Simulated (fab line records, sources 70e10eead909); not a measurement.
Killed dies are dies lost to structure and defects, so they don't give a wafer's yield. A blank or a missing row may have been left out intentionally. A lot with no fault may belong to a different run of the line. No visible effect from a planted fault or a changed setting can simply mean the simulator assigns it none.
Code-filled problem report in 8D (eight disciplines) form || flow nand-harc || the parts of the form that need people (team, actions taken, sign-off) are left out

## 1. THE ISSUE
NHARC_A_CONTACT_ETCH_75, run-length-s: mean 69.7 s over 1 wafer from 1 lot; wafers with no fault: 86.3 s, standard deviation 0.38. Measured from the usual mean, that is -44 standard deviations.
The step: etches the open film in CF4, target depth 39 nm, time 65 s.
First seen on wafer L499.2, day 30 19:55, on rie-diel-03. The record holds 39 wafers of 13 lots with a number at this step. Rule for "out" (also "out of limits"): further than 4 standard deviations from the usual mean. The other wafers with a number count as sound.

## 2. WHAT IT IS, WHAT IT ISN'T
{"question": "which readings at this step", "is": "run-length-s", "is not": "oes-product-au, rf-vpp-V, throttle-valve-pct"}
{"question": "which lots", "is": "L499", "is not": "L478, L479, L480, L481, L482, L484, L486, L487, L488, L493, L494, L500"}
{"question": "which wafers of those lots", "is": "L499.2", "is not": "L499.4, L499.5"}
{"question": "read on which tools", "is": "rie-diel-03", "is not": "rie-diel-02, rie-diel-04"}
{"question": "when", "is": "from day 30 19:55", "is not": "up to then (35 sound wafers); but 3 sound wafers of L500 came after"}

## 3. SUSPECTS, AND WHAT RULES EACH OUT
Counting: a tool at a process step up to the reading stays a suspect if it ran every lot that is out. Sound lots after the first of them don't rule it out here, since some wafers of a struck lot are sound.
- rie-diel-03 at NHARC_A_CONTACT_DESCUM_74 (chemistry O2, time 3 s): kept. L499, the lot that is out, went through it at day 30 19:47; up to then, the latest sound lot through it was L494 at day 29 05:02.
- rie-diel-03 at NHARC_A_CONTACT_ETCH_75 (etches the open film in CF4, target depth 39 nm, time 65 s): kept. L499, the lot that is out, went through it at day 30 19:55; up to then, the latest sound lot through it was L494 at day 29 05:14. Out on those wafers are its own readings of run-length-s.
- At NHARC_A_CONTACT_ETCH_75, inside rie-diel-03: chamber 2 took the wafers that are out, while their sound lot-mates went through chambers 0, 1.
Left after counting: rie-diel-03 at NHARC_A_CONTACT_DESCUM_74, rie-diel-03 at NHARC_A_CONTACT_ETCH_75.

## 4. THE CAUSE (what the simulator had put in)
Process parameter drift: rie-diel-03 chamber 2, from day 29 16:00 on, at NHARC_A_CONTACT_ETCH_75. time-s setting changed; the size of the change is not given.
Counting leaves 2 suspects; this tool is one of them.

## 5. THE CHAIN OF EFFECTS, in route order
One row per reading whose mean, taken over the struck wafers that have a number, lies over 3 standard deviations from the usual. Only readings for which the record gives a usual standard deviation are gone through. hours: the time from each lot's start at the first step in this table that gives one to its start at this step, as a median over the lots. sigmas: the change in usual standard deviations.
{"hours": 0, "step": "NHARC_A_CONTACT_ETCH_75", "reading": "run-length-s", "usual": "86.3 s", "on struck wafers": 69.7, "change": -16.6, "sigmas": -44}
Process steps it contains:
- NHARC_A_CONTACT_ETCH_75: etches the open film in CF4, target depth 39 nm, time 65 s.

## 6. HOW IT WOULD HAVE BEEN CAUGHT EARLIER
In this record no reading fell out of limits until day 30 19:55, 28 hours after the fault had begun at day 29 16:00.
